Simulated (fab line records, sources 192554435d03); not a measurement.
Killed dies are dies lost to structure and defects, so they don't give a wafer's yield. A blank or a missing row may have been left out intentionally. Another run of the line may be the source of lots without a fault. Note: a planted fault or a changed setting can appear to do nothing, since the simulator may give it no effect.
8D (eight disciplines) problem report, filled in by code + flow n5_finfet + the parts of the form that need people (team, actions taken, sign-off) are left out

## 1. PROBLEM STATEMENT
N5_PMOS_HMC_CHANNEL_EPI_ETCH_38, bias_w: mean 381.1 W over 1 wafer from 1 lot; wafers with no fault: 400.1 W, standard deviation 1. That puts it -19 standard deviations away from the usual mean.
The step: etches SiO2 in CF4, target depth 1.5 nm.
Earliest sighting: wafer L836.6 on rie_si-06 at day 3 00:10. At this step, 27 wafers from 9 lots have a number in the record. Rule for "out" (also "out of limits"): further than 4 standard deviations from the usual mean. Any other wafer with a number is counted as sound.

## 2. WHAT IT IS AND WHAT IT IS NOT
| question                    | is               | is not                                                                                                  |
|-----------------------------|------------------|---------------------------------------------------------------------------------------------------------|
| which readings at this step | bias_w           | drypump_motor_current_A, oes_product_au, throttle_valve_pct                                             |
| which lots                  | L836             | L832, L838, L843, L848, L850, L851, L853, L854                                                          |
| which wafers of those lots  | L836.6           | L836.1, L836.4                                                                                          |
| read on which tools         | rie_si-06        | rie_si-02, rie_si-04                                                                                    |
| when                        | from day 3 00:10 | up to then (5 sound wafers); but 21 sound wafers of L838, L843, L848, L850, L851, L853, L854 came after |

## 3. THE SUSPECTS, EACH WITH WHAT RULES IT OUT
Counting: any tool at a process step up to the reading remains a suspect provided it ran every lot that is out. Sound lots after the first of them don't rule it out here, since some wafers of a struck lot are sound.
- rie_diel-06 at N5_PMOS_HMC_CHANNEL_EPI_STRIP_33 (strips in N2/H2): kept. It ran the lot that is out, L836 (day 2 23:52).
- rie_si-06 at N5_PMOS_HMC_CHANNEL_EPI_ETCH_38 (etches SiO2 in CF4, target depth 1.5 nm): kept. The lot that is out, L836, ran on it at day 3 00:10; the last sound lot it ran before that was L832, at day 1 23:41. Its own bias_w readings are out on those wafers.
- rie_si-06, N5_PMOS_HMC_CHANNEL_EPI_ETCH_38: wafers that are out in chamber 1, sound lot-mates in chambers 0, 3.
Remaining after the count are rie_diel-06 at N5_PMOS_HMC_CHANNEL_EPI_STRIP_33 and rie_si-06 at N5_PMOS_HMC_CHANNEL_EPI_ETCH_38.

## 4. THE CAUSE (what the simulator had put in)
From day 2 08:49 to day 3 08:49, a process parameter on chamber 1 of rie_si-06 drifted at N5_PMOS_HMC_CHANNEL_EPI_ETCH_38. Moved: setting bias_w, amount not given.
Counting left 2 suspects, and this tool is among them.

## 5. THE CHAIN OF EFFECTS, in route order
Each row: a reading whose mean over the struck wafers that have a number lies more than 3 standard deviations from the usual. Scope: only readings with a usual standard deviation given in the record; hours: median across lots of the time from each lot's start at the first step in this table that gives one to its start at this step; sigmas: change in usual standard deviations.
| hours | step                            | reading | usual   | on struck wafers | change | sigmas |
|-------|---------------------------------|---------|---------|------------------|--------|--------|
| 0     | N5_PMOS_HMC_CHANNEL_EPI_ETCH_38 | bias_w  | 400.1 W | 381.1            | -19.0  | -19    |
It contains these process steps:
- N5_PMOS_HMC_CHANNEL_EPI_ETCH_38: etches SiO2 in CF4, target depth 1.5 nm.
Later measuring or inspecting steps at which every struck wafer that the step has a row for has a number for every such reading, and none has moved that far: N5_BEOL_M4_RC_MEAS_101.

## 6. HOW IT WOULD HAVE BEEN CAUGHT EARLIER
In this record the first reading out of limits was taken at day 3 00:10, 15 hours after the fault began at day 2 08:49.
